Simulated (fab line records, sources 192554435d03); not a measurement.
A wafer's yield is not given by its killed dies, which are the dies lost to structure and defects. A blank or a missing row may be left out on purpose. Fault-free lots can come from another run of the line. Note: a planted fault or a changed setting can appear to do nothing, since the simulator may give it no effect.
Which tool did it?    flow n5-finfet    11 lots with 33 wafers sampled at 4 steps, on a route of 1938 steps

== WHAT EACH GAUGE READ, for each wafer ==
N5_BEOL_M8_INSPECT_58: inspects for defects (darkfield). Usual: raw-defect-count 79, standard deviation 24.
lot   measured      on                 raw-defect-count  flag
L431  day 9 16:11   defect-inspect-01  131 99 56         
L432  day 10 02:08  defect-inspect-02  51 44 63          
L435  day 10 12:57  defect-inspect-02  73 89 79          
L434  day 10 15:51  defect-inspect-02  75 84 93          
L438  day 10 22:56  defect-inspect-02  80 95 77          
L437  day 10 23:19  defect-inspect-01  72 53 84          
L439  day 11 02:25  defect-inspect-01  55 78 79          
L440  day 11 21:34  defect-inspect-02  67 72 97          
L442  day 12 14:00  defect-inspect-02  36 45 41          
L448  day 13 15:13  defect-inspect-02  88 72 102         
L450  day 14 13:32  defect-inspect-02  79 70 109         

N5_BEOL_M9_CD_MEAS_35: target cd 70 nm, target cd y 40 nm. Usual: cd-nm 69.7 nm, standard deviation 0.82.
lot   measured      on         cd-nm (nm)      flag
L431  day 9 21:08   cd-sem-03  71.3 69.5 70.4  
L432  day 10 05:59  cd-sem-03  69.5 69.4 69.3  
L435  day 10 17:29  cd-sem-01  70.9 69.7 70.9  
L434  day 10 20:56  cd-sem-02  69.6 69.3 70.2  
L438  day 11 04:27  cd-sem-01  69.8 69.7 69.5  
L437  day 11 04:16  cd-sem-01  68.3 69.2 69.4  
L439  day 11 06:27  cd-sem-03  70.7 69.6 69.5  
L440  day 12 02:41  cd-sem-02  70.1 67.6 68.3  
L442  day 12 19:31  cd-sem-01  70.0 69.3 70.3  
L448  day 13 21:50  cd-sem-02  69.6 70.1 71.5  
L450  day 14 17:32  cd-sem-01  67.5 68.5 69.9  

== EACH LOT AND THE TOOL THAT RAN IT (in order: tool; ch and the chambers of the sampled wafers; start) ==
lot   N5_BEOL_M9_DESCUM_16                N5_BEOL_M9_ETCH_76
L431  rie-diel-01 ch 1,2,3, day 9 19:07   rie-diel-03 ch 0,1, day 9 20:33
L432  rie-diel-03 ch 0,1,2, day 10 03:59  rie-diel-01 ch 0,1,2, day 10 05:24
L435  rie-diel-02 ch 1,3, day 10 15:35    rie-diel-01 ch 1,3, day 10 16:55
L434  rie-diel-01 ch 1,2,3, day 10 18:26  rie-diel-01 ch 0,2,3, day 10 20:22
L438  rie-diel-03 ch 0,1,2, day 11 01:35  rie-diel-03 ch 1,3, day 11 03:53
L437  rie-diel-01 ch 1,2,3, day 11 01:38  rie-diel-02 ch 0,1,2, day 11 03:41
L439  rie-diel-01 ch 0,2,3, day 11 04:49  rie-diel-01 ch 0,3, day 11 05:53
L440  rie-diel-01 ch 0,1,2, day 12 00:19  rie-diel-01 ch 0,1,3, day 12 02:07
L442  rie-diel-02 ch 1,3, day 12 17:34    rie-diel-01 ch 0,1,2, day 12 18:56
L448  rie-diel-01 ch 0,1,3, day 13 20:00  rie-diel-01 ch 0,1,3, day 13 21:16
L450  rie-diel-03 ch 0,3, day 14 15:40    rie-diel-01 ch 0, day 14 16:46
- N5_BEOL_M9_DESCUM_16: chemistry O2, time 7.9 s.
- N5_BEOL_M9_ETCH_76: etches underlayer in N2/H2, target depth 6.5 nm, time 5.2 s.

== AS READ BY THE TOOLS THEMSELVES (means over the sampled wafers that have a number; for cases with no such wafer, the mark the record gives instead) ==
N5_BEOL_M9_DESCUM_16. Usual: drypump-motor-current-A 5.9 A, standard deviation 0.45; oes-product-au 0.77 a.u., standard deviation 0.075; rf-vpp-V 243.6 V, standard deviation 1.3; showerhead-plenum-p-Torr 2.13 Torr, standard deviation 0.061; throttle-valve-pct 20.39 %, standard deviation 0.18.
lot   tool         drypump-motor-current-A (A)  oes-product-au (a.u.)  rf-vpp-V (V)  showerhead-plenum-p-Torr (Torr)  throttle-valve-pct (%)  flag
L431  rie-diel-01  6.0                          0.77                   244.0         2.16                             20.35                   
L432  rie-diel-03  5.9                          0.80                   243.4         2.10                             20.33                   
L435  rie-diel-02  5.7                          0.87                   244.0         2.19                             20.19                   
L434  rie-diel-01  6.0                          0.76                   244.0         2.16                             20.35                   
L438  rie-diel-03  5.9                          0.78                   242.5         2.09                             20.34                   
L437  rie-diel-01  6.0                          0.76                   243.2         2.16                             20.35                   
L439  rie-diel-01  5.9                          0.77                   242.7         2.12                             20.31                   
L440  rie-diel-01  5.8                          0.80                   244.4         2.16                             20.29                   
L442  rie-diel-02  5.7                          0.78                   243.7         2.14                             20.27                   
L448  rie-diel-01  6.0                          0.80                   244.3         2.14                             20.42                   
L450  rie-diel-03  6.4                          0.71                   243.1         2.11                             20.62                   

N5_BEOL_M9_ETCH_76. Usual: bias-w 150.0 W, standard deviation 0.4; drypump-motor-current-A 5.9 A, standard deviation 0.45; etch-rf-on-time-s 5.22 s, standard deviation 0.13; oes-product-au 0.65 a.u., standard deviation 0.066; rf-vpp-V 525.0 V, standard deviation 2.3; showerhead-plenum-p-Torr 2.58 Torr, standard deviation 0.063; throttle-valve-pct 17.80 %, standard deviation 0.19.
lot   tool         bias-w (W)  drypump-motor-current-A (A)  etch-rf-on-time-s (s)  oes-product-au (a.u.)  rf-vpp-V (V)  showerhead-plenum-p-Torr (Torr)  throttle-valve-pct (%)  flag
L431  rie-diel-03  149.3       6.5                          5.34                   0.63                   524.8         2.59                             17.99                   
L432  rie-diel-01  149.9       5.8                          5.15                   0.69                   526.6         2.63                             17.67                   
L435  rie-diel-01  149.9       6.0                          5.24                   0.68                   526.6         2.62                             17.70                   
L434  rie-diel-01  149.9       5.9                          5.20                   0.65                   526.3         2.57                             17.76                   
L438  rie-diel-03  149.9       6.0                          5.18                   0.61                   526.2         2.63                             18.04                   
L437  rie-diel-02  149.5       5.7                          5.31                   0.60                   524.0         2.55                             17.93                   
L439  rie-diel-01  150.0       6.0                          5.08                   0.71                   525.0         2.56                             17.82                   
L440  rie-diel-01  149.6       6.0                          5.07                   0.69                   525.2         2.58                             17.77                   
L442  rie-diel-01  150.2       5.8                          5.18                   0.68                   526.8         2.62                             17.71                   
L448  rie-diel-01  149.9       6.0                          7.09                   0.59                   524.0         2.58                             17.77                   OFF
L450  rie-diel-01  150.1       5.8                          6.93                   0.62                   525.7         2.56                             17.81                   OFF

== THE ANSWER, worked out from the rows above alone ==
Rule: lot off if the mean of its wafers having a number is beyond 3 standard deviations from the usual mean. Also off: a lot with no number at a reading for which 4 or more lots have one. Where the step has rows for the other lots, those lots are counted as sound. Order of review: gauges by route order, followed by the tools' own readings, for which a lot's mean as printed above is used. At the first step where some lot is off, the reading lying furthest off is the one used; lots without a number count as furthest.
Off, at N5_BEOL_M9_ETCH_76 on etch-rf-on-time-s: L448, L450.
A tool fits if, at that step or a process step before it, it ran every lot that is off, and no sound lot after the first of them. One candidate fits, namely rie-diel-01 at N5_BEOL_M9_ETCH_76. Its last sound lot is L442 (day 12 18:56), its first lot that is off L448 (day 13 21:16): a fault that began between those two fits.
On the lots that are off, the tool's own readings at N5_BEOL_M9_ETCH_76 differ by more than 5 times the standard deviation of the sound lots' means, which bears it out; etch-rf-on-time-s reads 7.01 s there versus 5.19 s on the sound lots.

== WHAT WAS PUT IN BY THE SIMULATOR ==
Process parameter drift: rie-diel-01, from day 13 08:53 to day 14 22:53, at N5_BEOL_M9_ETCH_76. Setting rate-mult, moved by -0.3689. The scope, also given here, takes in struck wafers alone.
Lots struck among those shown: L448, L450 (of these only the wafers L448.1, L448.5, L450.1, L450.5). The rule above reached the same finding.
